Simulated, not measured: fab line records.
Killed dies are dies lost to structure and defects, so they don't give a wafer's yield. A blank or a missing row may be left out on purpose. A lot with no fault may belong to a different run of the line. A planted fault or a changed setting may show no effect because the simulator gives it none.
Problem report, 8D (eight disciplines) form, completed by code    flow nand harc    the parts of the form that need people (team, actions taken, sign-off) are left out

1. WHAT WENT WRONG
Mean of heater power total W at NHARC_A_CHANNEL_HOLE_D2_SOFTBAKE_05: 323.12 W across 6 wafers in 2 lots; on wafers with no fault it is 188.44 W (standard deviation 0.14). So: +99 or more standard deviations from the usual mean.
The step: time 55 s.
Earliest sighting: wafer L364.2 on litho track-04 at day 19 15:00. Wafers with a number at this step in the record: 39, from 13 lots. By rule, "out" or "out of limits" means more than 4 standard deviations away from the usual mean. All remaining wafers that have a number are taken as sound.

2. WHAT IT IS, AND WHAT IT ISN'T
question                     is                      is not
which readings at this step  heater power total W    -
which lots                   L364, L366              L350, L351, L352, L353, L354, L355, L356, L358, L360, L365, L372
which wafers of those lots   all that have a number  -
read on which tools          litho track-04          litho track-01, litho track-06
when                         from day 19 15:00       up to then (30 sound wafers); but 3 sound wafers of L372 came after

3. THE SUSPECTS, EACH WITH WHAT RULES IT OUT
Counting: a tool stays on the suspect list if, at a process step up to the reading, it processed all lots that are out and no sound lot following the first of them.
- pecvd-02 at NHARC_A_CHANNEL_HOLE_D2_DEP_01 (deposits SiON, target thk 140 nm): kept. All lots that are out passed through it, beginning with L364 at day 19 15:05, and no sound lot followed; its final sound lot before that point was L353 at day 14 10:14.
- litho track-04 at NHARC_A_CHANNEL_HOLE_D2_SOFTBAKE_05 (time 55 s): kept. All lots that are out passed through it, beginning with L364 at day 19 15:00, and no sound lot followed; its final sound lot before that point was L354 at day 14 09:00. Out on those wafers are its own readings of heater power total W.
Remaining after the count are pecvd-02 at NHARC_A_CHANNEL_HOLE_D2_DEP_01 and litho track-04 at NHARC_A_CHANNEL_HOLE_D2_SOFTBAKE_05.

4. THE CAUSE (what the simulator had put in)
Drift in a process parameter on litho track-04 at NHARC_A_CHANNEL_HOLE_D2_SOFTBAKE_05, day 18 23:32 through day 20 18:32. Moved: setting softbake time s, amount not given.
Counting leaves 2 suspects; this tool is one of them.

5. SEQUENCE OF EFFECTS, ordered by route
Each row: a reading where the mean over the struck wafers with a number is more than 3 standard deviations away from the usual. Scope: only readings with a usual standard deviation given in the record; hours: median across lots of the time from each lot's start at the first step in this table that gives one to its start at this step; sigmas: change in usual standard deviations.
hours  step                                 reading               usual     on struck wafers  change   sigmas
0      NHARC_A_CHANNEL_HOLE_D2_SOFTBAKE_05  heater power total W  188.44 W  323.12            +134.68  +99 or more
Process steps it contains:
- NHARC_A_CHANNEL_HOLE_D2_SOFTBAKE_05: time 55 s.
Later measuring or inspecting steps at which every struck wafer that the step has a row for has a number for every such reading, and none has moved that far: NHARC_END_SORT_01.

6. HOW IT WOULD HAVE BEEN CAUGHT EARLIER
In this record the first reading out of limits was taken at day 19 15:00, 15 hours after the fault began at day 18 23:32.
